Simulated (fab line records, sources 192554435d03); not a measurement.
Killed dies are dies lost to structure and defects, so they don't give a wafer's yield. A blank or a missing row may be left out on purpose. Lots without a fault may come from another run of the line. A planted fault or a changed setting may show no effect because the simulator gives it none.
fab line records | flow n5_finfet
record lots=7 wafers=18 last_day=19
route steps=1938 shown MOL_CONTACT_COAG@594 BEOL_M4@1111 PASSIVATION@1936
lots that met no fault: from a run of the same line without faults
start_h: hours from the record's first day to the start of the lot's first wafer shown | wait_h: hours since the lot's step before | " the same as in the row above | L1.1+2: a row that stands for several wafers | - no value, or no start given | * or withheld: withheld | < > ~ a bound
route shown NAME@n: a module of which the file shows steps, and the number in the route of the first | usual: mean/standard deviation of fault-free wafers | same: alike in all rows | chamber/n: place in a boat | sites: the reading at each site | _std_site: their standard deviation | _edge_site: outer sites' mean less inner sites' | radius_mm: how far each site lies from the wafer's centre | mask NAME#n: copy n | behind: the tool/chamber that last shaped the wafer | hold: why the lot was held/for how many hours/how that ended | device: the transistor (n, p or np) that didn't switch | end of line: the same wafers' tests at the end of the route | a step without rows: its recipe alone | killed: dies lost to structure and defects at the first sort, not the wafer's yield | map: a wafer's dies, x killed, . not, _ none there
set.NAME: the setting as run; set.NAME@STEP: as run at that earlier step | model.NAME: the simulator's own value behind a step, which no gauge read
lots at some steps of the route; a table a step, a row a wafer
services: from which hour (start_h, from the record's first day; less than 0 if before it) a tool's chamber was out of use, for how many hours, and why
## steps
# step N5_MOL_CONTACT_COAG_COAT_63
# recipe resist=SiARC temp_c=220 time_s=60 spin_rpm=1500 resist_thk_nm=10
# step N5_MOL_CONTACT_COAG_COAT_64
# recipe resist=underlayer temp_c=205 time_s=60 spin_rpm=1500 resist_thk_nm=10
# step N5_MOL_CONTACT_COAG_COAT_34
# recipe resist=CAR-EUV spin_rpm=1500 resist_thk_nm=40
# step N5_MOL_CONTACT_COAG_EBR_36
# recipe solvent=PGMEA ebr_width_mm=1.5
# step N5_MOL_CONTACT_COAG_SOFTBAKE_35
# recipe temp_c=110 time_s=60 resist=CAR-EUV
# step N5_MOL_CONTACT_COAG_EXPOSE_37
# recipe mask_id=VD na=0.33 source_shape=annular sigma_inner=0.3 sigma_outer=0.7 polarization=unpolarized defocus_nm=0 dose_mj=62
# step N5_MOL_CONTACT_COAG_PEB_38
# recipe peb_temp_c=100 peb_time_s=60 resist=CAR-EUV
# step N5_MOL_CONTACT_COAG_DEVELOP_39
# recipe develop_time_s=30 developer=TMAH resist=CAR-EUV rinse_liquid=surfactant_rinse dry=air_spin dev_temp_c=23
# step N5_MOL_CONTACT_COAG_CD_MEAS_40
# recipe target_cd_nm=25.1 landing_energy_ev=500 detector=se_inlens polarity=opening
# usual cd_nm=25.03/0.25
# columns lot.wafer tool chamber start_h wait_h cd_nm
L697.1 cd_sem-01 0 122.74 - 25.42
L697.4 " 0 " " 25.34
L697.5 " 0 " " 25.02
L699.2 cd_sem-01 0 147.74 - 25.48
L699.3 " 0 " " 24.65
L699.6 " 0 " " 25.01
L705.5 cd_sem-02 0 173.35 - 24.95
L705.6 " 0 " " 25.20
L706.2 cd_sem-01 0 177.07 - 24.97
L706.6 " 0 " " 25.23
L707.2 cd_sem-01 0 187.97 - 24.95
L707.6 " 0 " " 25.29
L714.3 cd_sem-01 0 226.30 - 25.00
L714.5 " 0 " " 24.61
L714.6 " 0 " " 24.92
L715.1 cd_sem-03 0 232.38 - 24.64
L715.3 " 0 " " 25.12
L715.4 " 0 " " 24.65
# step N5_MOL_CONTACT_COAG_OVL_MEAS_41
# recipe points_per_wafer=522
# usual VD_OVL=0.0/0.67
# columns lot.wafer tool chamber start_h wait_h VD_OVL[nm]
L697.1 overlay-01 0 122.77 0.0 -0.2
L697.4 " 0 " " -0.3
L697.5 " 0 " " 0.2
L699.2 overlay-01 0 147.77 0.0 -1.0
L699.3 " 0 " " 0.5
L699.6 " 0 " " 0.1
L705.5 overlay-01 0 173.40 0.0 -1.1
L705.6 " 0 " " -0.7
L706.2 overlay-02 0 177.10 0.0 0.1
L706.6 " 0 " " -0.6
L707.2 overlay-01 0 188.01 0.0 0.4
L707.6 " 0 " " -0.8
L714.3 overlay-01 0 226.34 0.0 0.0
L714.5 " 0 " " 0.0
L714.6 " 0 " " 0.8
L715.1 overlay-02 0 232.41 0.0 -0.5
L715.3 " 0 " " -0.7
L715.4 " 0 " " -0.6
# step N5_MOL_CONTACT_COAG_INSPECT_42
# recipe mode=adi inspect_instrument=brightfield
# usual raw_defect_count=202/58
# columns lot.wafer tool chamber start_h wait_h raw_defect_count
L697.1 defect_inspect-01 - 122.84 0.1 170
L697.4 " - " " 175
L697.5 " - " " 166
L699.2 defect_inspect-02 - 147.83 0.0 202
L699.3 " - " " 198
L699.6 " - " " 156
L705.5 defect_inspect-02 - 173.44 0.0 214
L705.6 " - " " 199
L706.2 defect_inspect-01 - 177.15 0.0 156
L706.6 " - " " 169
L707.2 defect_inspect-01 - 188.06 0.0 255
L707.6 " - " " 209
L714.3 defect_inspect-01 - 226.38 0.0 143
L714.5 " - " " 189
L714.6 " - " " 112
L715.1 defect_inspect-01 - 232.47 0.1 140
L715.3 " - " " 143
L715.4 " - " " 155
# step N5_MOL_CONTACT_COAG_DESCUM_45
# recipe chemistry=O2 time_s=7 source_power_w=50 bias_power_w=20 pressure_mtorr=20 rf_frequency_hz=2.712e+07 temp_c=40 resist=CAR-EUV o2_flow_sccm=225
# usual drypump_motor_current_A=5.8/0.43 oes_product_au=0.80/0.083 rf_vpp_V=243.5/1.4 showerhead_plenum_p_Torr=2.12/0.075 throttle_valve_pct=20.50/0.23
# columns lot.wafer tool chamber start_h wait_h drypump_motor_current_A oes_product_au rf_hours_counter_h rf_vpp_V showerhead_plenum_p_Torr throttle_valve_pct
L697.1 rie_diel-05 0 122.92 0.1 5.7 0.73 185 244.4 2.16 20.39
L697.4 " 2 " " 6.6 0.90 28 242.7 2.07 20.65
L697.5 " 2 " " 6.6 0.89 - 241.8 2.07 20.63
L699.2 rie_diel-02 0 147.97 0.1 6.2 0.92 25 243.9 2.25 20.44
L699.3 " 1 " " 5.3 0.88 36 242.2 2.15 20.25
L699.6 " 2 " " 5.5 0.82 - 244.5 2.20 20.34
L705.5 rie_diel-05 3 173.51 0.1 5.4 0.72 - 243.7 2.18 20.77
L705.6 " 2 " " 6.6 0.87 - 242.2 2.06 20.67
L706.2 rie_diel-05 3 177.19 0.0 5.4 0.72 205 242.8 2.18 20.74
L706.6 " 3 " " 5.4 0.72 - 243.7 2.18 20.76
L707.2 rie_diel-05 2 188.26 0.2 6.6 0.87 48 241.7 2.06 20.68
L707.6 " 0 " " 5.7 0.71 - 244.2 2.16 20.42
L714.3 rie_diel-02 2 226.70 0.3 5.5 0.79 109 246.4 2.19 20.37
L714.5 " 2 " " 5.5 0.79 - 242.6 2.19 20.36
L714.6 " 3 " " 5.6 0.70 - 241.1 1.99 20.81
L715.1 rie_diel-02 1 232.51 0.0 5.4 0.84 62 242.5 2.14 20.30
L715.3 " 2 " " 5.5 0.80 111 245.2 2.19 20.38
L715.4 " 0 " " 6.2 0.87 56 244.5 2.24 20.51
# step N5_MOL_CONTACT_COAG_ETCH_65
# recipe chemistry=N2/H2 target=underlayer target_depth_a=130 mask_material=CAR-EUV time_s=10.4 ion_energy_ev=200 pressure_mtorr=30 source_w=840 bias_w=150 n2_flow_sccm=200 h2_flow_sccm=200 ends=cleared
# usual drypump_motor_current_A=5.8/0.42 etch_rf_on_time_s=10.3/0.45 oes_product_au=0.69/0.076 rf_vpp_V=524.7/2.5 showerhead_plenum_p_Torr=2.57/0.089 throttle_valve_pct=17.91/0.23
# columns lot.wafer tool chamber start_h wait_h drypump_motor_current_A etch_rf_on_time_s oes_product_au rf_hours_counter_h rf_vpp_V showerhead_plenum_p_Torr throttle_valve_pct
L697.1 rie_diel-05 0 122.95 0.0 5.7 10.0 0.64 185 525.8 2.66 18.00
L697.4 " 2 " " 6.6 10.4 0.76 28 522.3 2.48 17.87
L697.5 " 2 " " 6.6 10.2 0.77 - 523.1 2.48 17.86
L699.2 rie_diel-02 0 148.00 0.0 6.2 9.8 0.79 25 526.8 2.69 17.51
L699.3 " 1 " " 5.4 9.6 0.77 36 524.1 2.59 17.59
L699.6 " 2 " " 5.5 9.9 0.72 - 527.1 2.67 17.86
L705.5 rie_diel-05 3 173.53 0.0 5.4 11.0 0.59 - 527.4 2.64 18.08
L705.6 " 2 " " 6.6 6.0 1.04 - 520.4 2.48 17.96
L706.2 rie_diel-05 3 177.22 0.0 5.4 11.1 0.59 205 526.2 2.64 18.10
L706.6 " 3 " " 5.4 6.5 0.82 - 524.4 2.64 18.14
L707.2 rie_diel-05 2 188.29 0.0 6.6 10.4 0.74 48 521.8 2.48 17.90
L707.6 " 0 " " 5.7 5.9 0.88 - 523.8 2.65 18.10
L714.3 rie_diel-02 2 226.73 0.0 5.5 9.9 0.69 109 527.4 2.66 17.92
L714.5 " 2 " " 5.5 9.9 0.69 - 527.8 2.66 17.92
L714.6 " 3 " " 5.7 10.3 0.61 - 521.1 2.42 18.35
L715.1 rie_diel-02 1 232.54 0.0 5.4 9.8 0.73 62 526.1 2.58 17.63
L715.3 " 2 " " 5.5 9.9 0.69 111 527.1 2.66 17.91
L715.4 " 0 " " 6.3 10.1 0.74 56 526.9 2.68 17.58
# step N5_MOL_CONTACT_COAG_ETCH_66
# recipe chemistry=CF4 target=SiARC target_depth_a=130 mask_material=CAR-EUV time_s=21.7 ion_energy_ev=80 pressure_mtorr=40 source_w=545 bias_w=36 Ar_flow_sccm=100 cf4_flow_sccm=100 ends=cleared
# usual drypump_motor_current_A=5.8/0.42 etch_rf_on_time_s=21.6/0.98 oes_product_au=0.69/0.078 rf_vpp_V=184.3/1.2 showerhead_plenum_p_Torr=2.16/0.067 throttle_valve_pct=15.61/0.23
# columns lot.wafer tool chamber start_h wait_h drypump_motor_current_A etch_rf_on_time_s oes_product_au rf_hours_counter_h rf_vpp_V showerhead_plenum_p_Torr throttle_valve_pct
L697.1 rie_diel-05 0 122.97 0.0 5.7 21.3 0.64 185 184.4 2.20 15.54
L697.4 " 2 " " 6.6 21.7 0.76 28 184.3 2.10 15.64
L697.5 " 2 " " 6.6 21.7 0.77 - 183.4 2.10 15.64
L699.2 rie_diel-02 0 148.02 0.0 6.2 21.0 0.79 25 185.5 2.24 15.31
L699.3 " 1 " " 5.4 20.2 0.77 36 185.1 2.19 15.29
L699.6 " 2 " " 5.5 21.0 0.72 - 186.4 2.22 15.44
L705.5 rie_diel-05 3 173.57 0.0 5.4 23.4 0.59 - 184.7 2.23 15.96
L705.6 " 2 " " 6.6 21.6 0.75 - 183.3 2.10 15.66
L706.2 rie_diel-05 3 177.24 0.0 5.4 23.2 0.59 205 184.9 2.23 15.96
L706.6 " 3 " " 5.4 23.2 0.59 - 185.0 2.23 15.97
L707.2 rie_diel-05 2 188.31 0.0 6.6 21.9 0.73 48 183.6 2.09 15.69
L707.6 " 0 " " 5.6 21.5 0.62 - 184.5 2.19 15.57
L714.3 rie_diel-02 2 226.75 0.0 5.5 21.2 0.68 109 185.5 2.21 15.49
L714.5 " 2 " " 5.5 20.8 0.69 - 186.2 2.21 15.49
L714.6 " 3 " " 5.7 22.3 0.59 - 182.0 2.03 15.86
L715.1 rie_diel-02 1 232.56 0.0 5.4 20.2 0.74 62 184.2 2.18 15.33
L715.3 " 2 " " 5.5 20.5 0.69 111 186.0 2.21 15.50
L715.4 " 0 " " 6.2 20.9 0.75 56 186.6 2.23 15.36
# step N5_BEOL_M4_RC_MEAS_101
# usual DIBL_N=36.1/2.5 DIBL_P=36/3.3 IOFF_N=0.16/0.046 IOFF_P=0.20/0.051 ION_N=676/16 ION_P=462/11 SS_N=71.6/0.87 SS_P=73.2/0.86 VT_N=251/4.4 VT_P=-252/4.6
# columns lot.wafer tool chamber start_h wait_h DIBL_N[mV/V] DIBL_P[mV/V] IOFF_N[nA/um] IOFF_P[nA/um] ION_N[uA/um] ION_P[uA/um] SS_N[mV/dec] SS_P[mV/dec] VT_N[mV] VT_P[mV]
L697.1 prober-01 0 231.84 0.0 35.3 35 0.13 0.15 673 451 71.3 73.2 255 -259
L697.4 " 0 " " 34.5 34 0.12 0.15 672 463 71.2 73.4 255 -257
L697.5 " 0 " " 37.7 37 0.17 0.19 689 458 72.0 74.6 251 -256
L699.2 prober-02 0 247.93 0.2 39.6 42 0.22 0.23 684 461 72.1 74.5 248 -252
L699.3 " 0 " " 32.7 33 0.10 0.12 658 452 70.4 73.0 255 -262
L699.6 " 0 " " 34.0 35 0.11 0.14 654 447 70.1 73.1 255 -261
L705.5 prober-01 0 271.45 0.7 37.8 38 0.23 0.24 705 471 73.2 73.4 245 -249
L705.6 " 0 " " 36.0 38 0.21 0.24 705 481 72.0 73.8 242 -246
L706.2 prober-01 0 275.94 0.2 37.3 39 0.21 0.23 707 476 72.3 73.4 241 -250
L706.6 " 0 " " 30.3 29 0.08 0.10 660 442 70.5 71.0 256 -261
L707.2 prober-01 0 294.65 0.2 35.8 36 0.16 0.21 695 478 71.1 72.8 246 -247
L707.6 " 0 " " 37.5 37 0.19 0.23 676 463 72.2 72.6 244 -246
L714.3 prober-02 0 335.39 0.3 37.6 39 0.17 0.28 681 480 71.7 73.8 248 -241
L714.5 " 0 " " 35.5 35 0.14 0.20 650 454 71.9 72.3 255 -249
L714.6 " 0 " " 41.5 43 0.26 0.36 697 485 72.4 75.0 246 -240
L715.1 prober-01 0 338.58 0.0 36.7 37 0.15 0.23 673 473 71.3 73.0 253 -248
L715.3 " 0 " " 37.5 38 0.16 0.25 672 464 72.2 73.6 250 -249
L715.4 " 0 " " 36.4 37 0.15 0.23 672 471 72.6 73.7 251 -249
# step N5_PASSIVATION_PROBE_49
# usual defect_limited_yield=91.0/1.4 killed_at_M0_to_M3=34/10 killed_at_M4_up=15/5.5 killed_at_contacts=12/6.1 killed_at_front_end=41/12 killed_at_other=4/3.4 killed_dies=106/17 killed_open=70/13 killed_short=34/7.4 sort_bin_4_leakage=0.01/0.065 sort_bin_5_function=5.3/1 sort_bin_6_memory=3.4/0.69 sort_bin_8_speed=0.03/0.22 sort_n_pass=1073/17 sort_yield_pct=91.0/1.4
# same gross_dies=1180 killed_at_back_side=0
# columns lot.wafer tool chamber start_h wait_h defect_limited_yield[%] killed_at_M0_to_M3 killed_at_M4_up killed_at_contacts killed_at_front_end killed_at_other killed_dies killed_open killed_short sort_bin_4_leakage[%] sort_bin_5_function[%] sort_bin_6_memory[%] sort_bin_8_speed[%] sort_n_pass sort_yield_pct[%]
L697.1 prober-01 - 333.91 0.0 91.9 29 16 11 34 6 96 60 36 0 4.7 3.3 0 1084 91.9
L697.4 prober-01 - 334.06 0.2 90.3 31 14 7 59 3 114 68 45 0 5.6 3.7 0 1066 90.3
L697.5 prober-01 - 334.11 0.2 90.5 33 14 10 53 2 112 80 32 0 5.3 3.9 0 1068 90.5
L699.2 prober-01 - 351.26 0.1 92.7 24 13 5 38 6 86 56 30 0 4.7 2.4 0 1094 92.7
L699.3 prober-01 - 351.31 0.1 90.0 25 18 15 57 3 118 78 38 0 6.1 3.6 0 1062 90.0
L699.6 prober-01 - 351.46 0.3 90.8 22 11 18 51 7 109 68 41 0 5.5 3.4 0 1071 90.8
L706.2 prober-02 - 384.56 0.1 90.0 45 9 10 53 1 118 75 41 0 5.6 3.8 0 1062 90.0
L706.6 prober-02 - 384.76 0.3 90.6 43 6 9 53 0 111 85 23 0 5.8 3.4 0 1069 90.6
L705.5 prober-01 - 390.76 0.2 90.3 30 21 17 42 4 114 73 39 0 5.5 3.9 0 1066 90.3
L705.6 prober-01 - 390.81 0.3 89.5 33 31 12 41 7 124 82 39 0 5.8 4.2 0.08 1056 89.5
L707.2 prober-01 - 408.88 0.1 90.3 26 23 16 42 8 115 74 38 0 4.7 4.7 0 1065 90.3
L707.6 prober-01 - 409.08 0.3 92.3 23 14 8 40 6 91 61 30 0 4.5 3.0 0 1089 92.3
L714.3 prober-01 - 448.26 0.1 93.5 20 14 14 27 2 77 45 30 0 4.2 2.0 0 1103 93.5
L714.5 prober-01 - 448.36 0.2 90.8 29 15 34 27 3 108 75 30 0 4.9 3.9 0 1072 90.8
L714.6 prober-01 - 448.41 0.3 92.1 23 13 14 35 8 93 48 44 0.08 4.5 3.0 0 1086 92.0
L715.1 prober-02 - 452.08 0.0 92.0 33 21 9 29 2 94 59 30 0 5.0 2.5 0 1086 92.0
L715.3 prober-02 - 452.18 0.1 92.3 35 21 10 22 3 91 64 20 0 4.2 2.8 0 1089 92.3
L715.4 prober-02 - 452.23 0.2 91.5 33 17 12 32 6 100 63 34 0 5.1 2.9 0 1080 91.5
# killed by level:class
L697.1 MOL_CONTACT_COAG:geometric_particle:open=9 BEOL_M0_SAQP:geometric_particle:short=8 BEOL_M4:geometric_particle:open=8 DUMMY_GATE:geometric_particle:open=5 BEOL_M0_SAQP:geometric_particle:open=5 BEOL_M1:geometric_particle:open=5 FIN_SAQP:geometric_particle:short=4 FIN_SAQP:geometric_particle:open=4
L697.4 STI_FIN_REVEAL:geometric_particle:open=15 FIN_SAQP:geometric_particle:open=10 BEOL_M4:geometric_particle:open=10 BEOL_M0_SAQP:geometric_particle:short=9 FIN_SAQP:geometric_particle:short=7 BEOL_M3:geometric_particle:open=6 BEOL_M0_SAQP:geometric_particle:open=5 DUMMY_GATE:geometric_particle:open=5
L697.5 STI_FIN_REVEAL:geometric_particle:open=19 BEOL_M0_SAQP:geometric_particle:open=9 STI_FIN_REVEAL:geometric_particle:short=8 MOL_CONTACT_COAG:geometric_particle:open=8 BEOL_M3:geometric_particle:open=8 BEOL_M4:geometric_particle:open=8 FIN_SAQP:geometric_particle:open=5 BEOL_M0_SAQP:geometric_particle:short=5
L699.2 FIN_SAQP:geometric_particle:open=9 BEOL_M0_SAQP:geometric_particle:open=9 BEOL_M4:geometric_particle:open=9 BEOL_M0_SAQP:geometric_particle:short=8 STI_FIN_REVEAL:geometric_particle:open=7 FIN_SAQP:geometric_particle:short=6 MOL_CONTACT_COAG:geometric_particle:open=5 GATE_CUT:geometric_particle:short=3
L699.3 STI_FIN_REVEAL:geometric_particle:open=20 BEOL_M4:geometric_particle:open=12 FIN_SAQP:geometric_particle:open=11 MOL_CONTACT_COAG:geometric_particle:open=11 GATE_CUT:geometric_particle:short=8 STI_FIN_REVEAL:geometric_particle:short=5 BEOL_M0_SAQP:geometric_particle:open=5 BEOL_M0_SAQP:geometric_particle:short=5
L699.6 MOL_CONTACT_COAG:geometric_particle:open=14 FIN_SAQP:geometric_particle:open=9 STI_FIN_REVEAL:geometric_particle:open=9 BEOL_M0_SAQP:geometric_particle:open=8 BEOL_M0_SAQP:geometric_particle:short=8 FIN_SAQP:geometric_particle:short=6 STI_FIN_REVEAL:geometric_particle:short=6 GATE_CUT:geometric_particle:short=6
L706.2 STI_FIN_REVEAL:geometric_particle:open=15 BEOL_M0_SAQP:geometric_particle:short=15 BEOL_M0_SAQP:geometric_particle:open=10 BEOL_M2:geometric_particle:open=8 FIN_SAQP:geometric_particle:open=7 MOL_CONTACT_COAG:geometric_particle:open=7 STI_FIN_REVEAL:geometric_particle:short=6 GATE_CUT:geometric_particle:open=5
L706.6 FIN_SAQP:geometric_particle:open=19 STI_FIN_REVEAL:geometric_particle:open=13 BEOL_M0_SAQP:geometric_particle:open=12 BEOL_M0_SAQP:geometric_particle:short=9 MOL_CONTACT_COAG:geometric_particle:open=8 BEOL_M1:geometric_particle:open=7 BEOL_M2:geometric_particle:open=7 FIN_SAQP:geometric_particle:short=4
L705.5 FIN_SAQP:geometric_particle:short=18 BEOL_M4:geometric_particle:open=13 MOL_CONTACT_COAG:geometric_particle:open=12 BEOL_M3:geometric_particle:open=9 STI_FIN_REVEAL:geometric_particle:open=8 BEOL_M0_SAQP:geometric_particle:open=7 DUMMY_GATE:geometric_particle:open=6 MOL_CONTACT_COAG:geometric_particle:short=5
L705.6 BEOL_M4:geometric_particle:open=20 FIN_SAQP:geometric_particle:short=10 MOL_CONTACT_COAG:geometric_particle:open=10 FIN_SAQP:geometric_particle:open=7 GATE_CUT:geometric_particle:short=7 BEOL_M3:geometric_particle:open=7 BEOL_M0_SAQP:geometric_particle:open=6 DUMMY_GATE:geometric_particle:open=5
L707.2 MOL_CONTACT_COAG:geometric_particle:open=14 BEOL_M4:geometric_particle:open=10 BEOL_M3:geometric_particle:open=8 FIN_SAQP:geometric_particle:short=6 STI_FIN_REVEAL:geometric_particle:open=5 GATE_CUT:geometric_particle:short=5 BEOL_M0_SAQP:geometric_particle:short=5 STARTING-WAFER:geometric_particle:short=5
L707.6 BEOL_M4:geometric_particle:open=8 FIN_SAQP:geometric_particle:open=7 GATE_CUT:geometric_particle:open=6 MOL_CONTACT_COAG:geometric_particle:open=6 BEOL_M0_SAQP:geometric_particle:short=4 BEOL_M2:geometric_particle:open=4 BEOL_M3:geometric_particle:open=4 STARTING-WAFER:geometric_particle:short=4
L714.3 MOL_CONTACT_COAG:geometric_particle:open=9 FIN_SAQP:geometric_particle:short=8 BEOL_M0_SAQP:geometric_particle:open=8 MOL_CONTACT_COAG:geometric_particle:short=5 FIN_SAQP:geometric_particle:open=4 STI_FIN_REVEAL:geometric_particle:open=3 BEOL_M0_SAQP:geometric_particle:short=3 STARTING-WAFER:geometric_particle:short=3
L714.5 MOL_CONTACT_COAG:geometric_particle:open=25 FIN_SAQP:geometric_particle:open=8 MOL_CONTACT_COAG:geometric_particle:short=8 BEOL_M1:geometric_particle:open=8 STI_FIN_REVEAL:geometric_particle:open=5 BEOL_M0_SAQP:geometric_particle:open=4 BEOL_M0_SAQP:geometric_particle:short=4 BEOL_M3:geometric_particle:open=4
L714.6 FIN_SAQP:geometric_particle:open=9 MOL_CONTACT_COAG:geometric_particle:open=9 BEOL_M0_SAQP:geometric_particle:short=9 FIN_SAQP:geometric_particle:short=6 MOL_CONTACT_COAG:geometric_particle:short=5 BEOL_M1:geometric_particle:open=5 PAD_METAL:geometric_particle:short=5 BEOL_M0_SAQP:geometric_particle:open=4
L715.1 BEOL_M4:geometric_particle:open=16 BEOL_M0_SAQP:geometric_particle:short=13 BEOL_M2:geometric_particle:open=9 MOL_CONTACT_COAG:geometric_particle:open=8 FIN_SAQP:geometric_particle:open=5 FIN_SAQP:geometric_particle:short=5 GATE_CUT:geometric_particle:open=5 HKMG_FIN:area_etch=5
L715.3 BEOL_M4:geometric_particle:open=14 BEOL_M0_SAQP:geometric_particle:open=11 MOL_CONTACT_COAG:geometric_particle:open=10 BEOL_M3:geometric_particle:open=8 BEOL_M0_SAQP:geometric_particle:short=7 HKMG_FIN:area_etch=7 FIN_SAQP:geometric_particle:open=4 BEOL_M1:geometric_particle:open=4
L715.4 BEOL_M3:geometric_particle:open=12 MOL_CONTACT_COAG:geometric_particle:open=10 BEOL_M4:geometric_particle:open=8 FIN_SAQP:geometric_particle:open=7 BEOL_M0_SAQP:geometric_particle:short=7 BEOL_M0_SAQP:geometric_particle:open=7 BEOL_M4:geometric_particle:short=5 PASS1_CAP:geometric_particle:open=4
## services
# columns tool chamber start_h hours kind
rie_diel-05 - 137.49 0.3 repair
rie_diel-02 1 170.85 12.0 repair
## key
first_sign step=N5_MOL_CONTACT_COAG_ETCH_65 reading=etch_rf_on_time_s direction=down sigmas=9.1 usual=* struck=*
effect step=N5_MOL_CONTACT_COAG_ETCH_65 reading=oes_product_au direction=up sigmas=2.9 usual=0.69 struck=0.91
met_at N5_MOL_CONTACT_COAG_ETCH_65
struck_wafers L705.6,L706.6,L707.6
onset_between 122.95 173.53
fault kind=process_parameter_drift tool=rie_diel-05 chamber=- onset_h=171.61 steps=N5_MOL_CONTACT_COAG_ETCH_65 channel=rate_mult offset=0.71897 shape=step end_h=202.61 scope=struck_wafers_only
